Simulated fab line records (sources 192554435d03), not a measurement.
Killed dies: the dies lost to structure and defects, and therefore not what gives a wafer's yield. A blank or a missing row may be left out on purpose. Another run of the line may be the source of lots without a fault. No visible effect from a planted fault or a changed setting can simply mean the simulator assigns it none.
One fault through the eyes of 2 desks -- flow n5-finfet -- only its own numbers are on each desk; what lay behind them is given at the end

THE METROLOGY DESK
Lot by lot, what the gauges showed, no matter which tool ran the lot: averages of those sampled wafers that carry a number. A lot is out of limits, marked OUT, if its mean lies more than 4 standard deviations from the usual mean; the brackets give that distance. It has 10 readings; the 7 that lie furthest out on some lot are the ones shown.
Columns: A = DIBL_N at N5_BEOL_M4_RC_MEAS_101, usual 36.2 mV/V; B = IOFF_P at N5_BEOL_M4_RC_MEAS_101, usual 0.210 nA/um; C = ION_P at N5_BEOL_M4_RC_MEAS_101, usual 465 uA/um; D = SS_N at N5_BEOL_M4_RC_MEAS_101, usual 71.4 mV/dec; E = SS_P at N5_BEOL_M4_RC_MEAS_101, usual 73.2 mV/dec; F = VT_N at N5_BEOL_M4_RC_MEAS_101, usual 249.9 mV; G = VT_P at N5_BEOL_M4_RC_MEAS_101, usual -250 mV
lot,first seen here,A,B,C,D,E,F,G
L381,day 7 20:34,35.7,0.230,473,70.9,73.4,247.1,-247
L383,day 9 07:53,36.7,0.227,465,71.2,73.7,249.2,-248
L385,day 10 00:17,34.7,0.216,470,71.1,73.3,250.5,-251
L388,day 10 08:52,36.1,0.238,465,71.5,73.5,248.5,-246
L386,day 10 17:09,35.5,0.188,466,71.4,73.1,250.3,-254
L390,day 11 13:34,36.4,0.236,469,71.6,73.4,248.0,-249
L392,day 12 04:12,37.4,0.218,468,71.6,73.0,249.5,-247
L399,day 13 15:53,35.6,0.176,457,71.3,72.8,249.6,-252
L400,day 13 20:10,37.5,0.212,461,71.7,72.4,250.2,-250
Result from this desk: across the 9 lots, nothing is out of limits.

FOR THE TOOL OWNER'S DESK: rie-metal-03
The tool's own readings at N5_GATE_CUT_VAPOR_ETCH_48 (etches TiN in BCl3/Cl2): means of the sampled wafers that have a number, for each lot that ran on this tool. A lot is out of limits, marked OUT, if its mean lies more than 4 standard deviations from the usual mean; the brackets give that distance.
Columns: A = drypump-motor-current-A at N5_GATE_CUT_VAPOR_ETCH_48, usual 5.7 A; B = oes-product-au at N5_GATE_CUT_VAPOR_ETCH_48, usual 0.80 a.u.
lot,first seen here,A,B
L381,day 4 22:39,5.9,0.71
L399,day 9 13:57,6.0,1.02
L400,day 9 18:40,6.5,1.10
Result from this desk: across the 3 lots, nothing is out of limits.

BROUGHT TOGETHER
Metrology desk: nothing out of limits seen.
The desk of the tool owner found nothing out of limits.

WHAT THE SIMULATOR HAD INSERTED
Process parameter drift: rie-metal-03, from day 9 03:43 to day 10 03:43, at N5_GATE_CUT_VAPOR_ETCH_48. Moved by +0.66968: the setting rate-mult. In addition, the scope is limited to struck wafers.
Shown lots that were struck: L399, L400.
